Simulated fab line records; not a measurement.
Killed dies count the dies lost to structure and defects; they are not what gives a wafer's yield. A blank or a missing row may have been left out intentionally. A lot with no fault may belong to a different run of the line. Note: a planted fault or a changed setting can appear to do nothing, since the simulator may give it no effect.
fab line records -- flow n5_finfet
record lots=7, wafers=39
route steps=1938 shown FIN_CUT@176 DUMMY_GATE@228 HKMG_FIN@412 GATE_CUT@477 MOL_CONTACT_COAG@584 BEOL_M4@1111
start_h: hours from the record's opening day to when the first of the lot's shown wafers began -- wait_h: hours from the lot's prior step to this one -- " as in the row above -- L1.1+2: a row that stands for several wafers -- - value missing, or start not given -- * or withheld: withheld -- < > ~ a bound
route shown NAME@n: a module of which the file shows steps, and the number in the route of the first -- usual: the fault-free wafers' mean and standard deviation -- same: alike in all rows -- chamber/n: place in a boat -- sites: the reading at each site -- _std_site: standard deviation across them -- _edge_site: the outer-site mean with the inner-site mean subtracted -- radius_mm: how far each site lies from the wafer's centre -- mask NAME#n: copy n -- behind: the last tool/chamber to shape the wafer -- hold: why the lot was held/for how many hours/how that ended -- device: the n, p or np transistor that did not switch -- end of line: the tests these same wafers got at the end of their route -- a step without rows: its recipe alone -- killed: dies lost to structure and defects at the first sort, not the wafer's yield -- map: dies across one wafer; x = killed, . = not, _ = none there
set.NAME: the setting the step ran with; set.NAME@STEP: the setting that earlier step ran with -- model.NAME: the simulator's own value behind a step, which no gauge read
one table per step and one row per wafer, for lots whose settings were changed on purpose
## steps
# step N5_FIN_CUT_CUT_ETCH_15
# recipe chemistry=HBr/Cl2/O2, target=Si, target_depth_a=1000, bt_time_s=10, mask_material=SOC, time_s=42.4, ion_energy_ev=*, bias_w=*, pressure_mtorr=10, icp_w=800, HBr_flow_sccm=150, Cl2_flow_sccm=80, O2_flow_sccm=12
# step N5_DUMMY_GATE_EXPOSE_12
# recipe mask_id=GATE, na=0.33, source_shape=annular, sigma_inner=0.2, sigma_outer=0.6, polarization=unpolarized, target_cd_nm=25, dose_mj=34
# step N5_DUMMY_GATE_ETCH_37
# recipe chemistry=N2/H2, target=SOC, target_depth_a=600, overetch_a=300, temp_c=40, ion_energy_ev=200, pressure_mtorr=30, source_w=840, bias_w=150, n2_flow_sccm=200, h2_flow_sccm=200
# step N5_DUMMY_GATE_ETCH_31
# recipe chemistry=C4F6/O2, target=SiO2, mask_material=SOC, target_depth_a=825, time_s=27.5, ion_energy_ev=250, pressure_mtorr=30, source_w=345, bias_w=185, Ar_flow_sccm=300, C4F6_flow_sccm=10, O2_flow_sccm=10
# step N5_DUMMY_GATE_ETCH_32
# recipe chemistry=CF4, target=SiO2, target_depth_a=35, time_s=3.9, ion_energy_ev=350, pressure_mtorr=10, icp_w=800, bias_w=400, cf4_flow_sccm=80
# step N5_HKMG_FIN_ALD_79
# recipe material=TiN, target_thk_a=15, temp_c=400, ald_precursor_family=TiCl4, ald_co_reactant=NH3, pulse_time_s=1, purge_time_s=3, co_reactant_purge_time_s=2, co_reactant_pulse_time_s=2, ald_cycles=68, pressure_torr=3
# step N5_GATE_CUT_HM_DEP_46
# recipe material=SiO2, target_thk_a=1300, temp_c=400, precursor=TEOS/O2, pressure_torr=6.5, rf_w=900, teos_flow_sccm=161.4, gas=O2, flow_sccm=2650, time_s=26.6
# step N5_MOL_CONTACT_COAG_ETCHBACK_135
# recipe chemistry=CHF3, target=SiO2, target_depth_a=250, time_s=16.7, ion_energy_ev=200, pressure_mtorr=30, source_w=610, bias_w=170, Ar_flow_sccm=200, CHF3_flow_sccm=50
# step N5_BEOL_M4_RC_MEAS_101
# usual DIBL_N=36.0/1.6, DIBL_P=36.1/2, IOFF_N_LIN=0.074/0.011, IOFF_P=0.21/0.039
lot.wafer,tool,chamber,start_h,wait_h,set.bias_w@FIN_CUT_CUT_ETCH_15,set.dose_mj@DUMMY_GATE_EXPOSE_12,set.source_w@DUMMY_GATE_ETCH_37,set.target_depth_a@DUMMY_GATE_ETCH_31,set.time_s@DUMMY_GATE_ETCH_32,set.co_reactant_pulse_time_s@HKMG_FIN_ALD_79,set.target_thk_a@GATE_CUT_HM_DEP_46,set.target_depth_a@MOL_CONTACT_COAG_ETCHBACK_135,DIBL_N[mV/V],DIBL_P[mV/V],IOFF_N_LIN[nA/um],IOFF_P[nA/um]
L074.1,prober-02,0,163.92,0.0,*,34,886.6,854.3,3.9,2.397,1217,226.8,34.4,32.0,0.057,0.15
L074.2,prober-02,0,163.92,0.0,*,36.06,886.6,825,3.9,2.397,1300,250,41.1,41.3,0.102,0.29
L074.3,prober-02,0,163.92,0.0,*,36.06,840,854.3,3.598,2,1300,250,38.9,38.9,0.081,0.24
L074.4,prober-02,0,163.92,0.0,*,34,840,825,3.9,2,1300,226.8,36.4,33.6,0.066,0.17
L074.5,prober-02,0,163.92,0.0,*,36.06,886.6,825,3.598,2,1217,226.8,38.7,37.2,0.076,0.20
L074.6,prober-02,0,163.92,0.0,*,34,840,854.3,3.598,2.397,1217,250,35.7,34.8,0.065,0.19
L075.2,prober-01,0,169.45,0.2,*,34,840,825,3.9,2,1300,250,35.3,33.5,0.066,0.19
L075.3,prober-01,0,169.45,0.2,*,34,840,825,3.9,2,1300,250,37.5,36.4,0.079,0.24
L075.4,prober-01,0,169.45,0.2,*,34,840,825,3.9,2,1300,250,35.9,33.5,0.067,0.19
L077.1,prober-02,0,186.81,0.0,*,34,840,825,3.9,2,1300,227.1,34.2,34.1,0.059,0.15
L077.2,prober-02,0,186.81,0.0,*,34,840,925.3,4.719,2.282,1300,227.1,36.5,37.0,0.073,0.19
L077.3,prober-02,0,186.81,0.0,*,34,741.4,825,4.719,2,1165,250,33.2,32.8,0.053,0.14
L077.4,prober-02,0,186.81,0.0,*,34,741.4,825,3.9,2.282,1300,250,34.5,34.7,0.064,0.16
L077.5,prober-02,0,186.81,0.0,*,34,840,925.3,3.9,2,1165,250,34.0,33.7,0.057,0.15
L077.6,prober-02,0,186.81,0.0,*,34,741.4,925.3,4.719,2.282,1165,227.1,34.7,34.2,0.064,0.16
L078.1,prober-02,0,191.04,0.0,*,35.97,840,825,3.9,2.448,1460,281.1,35.4,37.7,0.077,0.23
L078.2,prober-02,0,191.04,0.0,*,35.97,724.1,825,3.9,2,1300,250,39.2,42.2,0.108,0.32
L078.3,prober-02,0,191.04,0.0,*,34,724.1,875.6,4.418,2.448,1460,281.1,32.9,34.3,0.065,0.18
L078.4,prober-02,0,191.04,0.0,*,34,724.1,875.6,3.9,2,1300,281.1,32.8,34.0,0.060,0.18
L078.5,prober-02,0,191.04,0.0,*,34,840,825,4.418,2.448,1300,250,32.3,33.5,0.059,0.17
L078.6,prober-02,0,191.04,0.0,*,35.97,840,875.6,4.418,2,1460,250,39.0,41.8,0.102,0.30
L083.1,prober-02,0,220.01,0.0,*,31.77,918.8,825,4.814,2,1300,279.2,32.9,30.9,0.058,0.16
L083.2,prober-02,0,220.01,0.0,*,34,918.8,825,3.9,1.655,1137,279.2,36.4,36.3,0.074,0.21
L083.3,prober-02,0,220.01,0.0,*,31.77,840,770.6,4.814,2,1137,279.2,34.5,32.7,0.065,0.18
L083.4,prober-02,0,220.01,0.0,*,34,918.8,770.6,3.9,2,1300,250,39.9,40.4,0.107,0.28
L083.5,prober-02,0,220.01,0.0,*,31.77,840,770.6,3.9,1.655,1137,250,33.8,32.8,0.062,0.17
L083.6,prober-02,0,220.01,0.0,*,34,840,825,4.814,1.655,1300,250,38.3,37.8,0.087,0.24
L084.1,prober-02,0,234.40,0.0,*,32.13,952.2,825,3.45,2,1348,250,34.1,34.7,0.063,0.22
L084.2,prober-02,0,234.40,0.0,*,34,952.2,858.8,3.9,1.724,1348,250,40.0,40.6,0.100,0.32
L084.3,prober-02,0,234.40,0.0,*,32.13,840,858.8,3.45,1.724,1300,250,33.0,32.7,0.059,0.18
L084.4,prober-02,0,234.40,0.0,*,34,840,858.8,3.45,2,1300,274.7,37.2,39.1,0.085,0.30
L084.5,prober-02,0,234.40,0.0,*,32.13,840,825,3.9,1.724,1348,274.7,33.1,33.3,0.059,0.19
L084.6,prober-02,0,234.40,0.0,*,34,952.2,825,3.9,2,1300,274.7,38.6,39.9,0.085,0.28
L090.1,prober-02,0,267.89,0.0,*,36.16,993.7,930.8,3.9,2,1155,250,39.3,40.6,0.095,0.29
L090.2,prober-02,0,267.89,0.0,*,34,840,930.8,3.9,2,1300,221.3,36.0,37.4,0.078,0.25
L090.3,prober-02,0,267.89,0.0,*,36.16,840,825,3.9,1.652,1300,250,39.3,41.1,0.104,0.30
L090.4,prober-02,0,267.89,0.0,*,34,840,930.8,3.9,1.652,1155,221.3,35.3,36.5,0.073,0.23
L090.5,prober-02,0,267.89,0.0,*,34,993.7,825,3.9,1.652,1300,221.3,34.4,35.1,0.067,0.21
L090.6,prober-02,0,267.89,0.0,*,36.16,993.7,825,3.9,2,1155,250,42.1,43.7,0.115,0.35
## key
split step=N5_FIN_CUT_CUT_ETCH_15, setting=bias_w, stated_as=*
response none clear
split step=N5_DUMMY_GATE_EXPOSE_12, setting=dose_mj, stated_as=34
response step=N5_BEOL_M4_RC_MEAS_101, reading=DIBL_P, slope=+1.06, per=1%, together_with=all, explained=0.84
response step=N5_BEOL_M4_RC_MEAS_101, reading=DIBL_N, slope=+0.846, per=1%, together_with=all, explained=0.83
response step=N5_BEOL_M4_RC_MEAS_101, reading=IOFF_N_LIN, slope=+0.00533, per=1%, together_with=all, explained=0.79
response step=N5_BEOL_M4_RC_MEAS_101, reading=IOFF_P, slope=+0.0158, per=1%, together_with=all, explained=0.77
split step=N5_DUMMY_GATE_ETCH_37, setting=source_w, stated_as=840
response none clear
split step=N5_DUMMY_GATE_ETCH_31, setting=target_depth_a, stated_as=825
response none clear
split step=N5_DUMMY_GATE_ETCH_32, setting=time_s, stated_as=3.9
response none clear
split step=N5_HKMG_FIN_ALD_79, setting=co_reactant_pulse_time_s, stated_as=2
response none clear
split step=N5_GATE_CUT_HM_DEP_46, setting=target_thk_a, stated_as=1300
response none clear
split step=N5_MOL_CONTACT_COAG_ETCHBACK_135, setting=target_depth_a, stated_as=250
response none clear
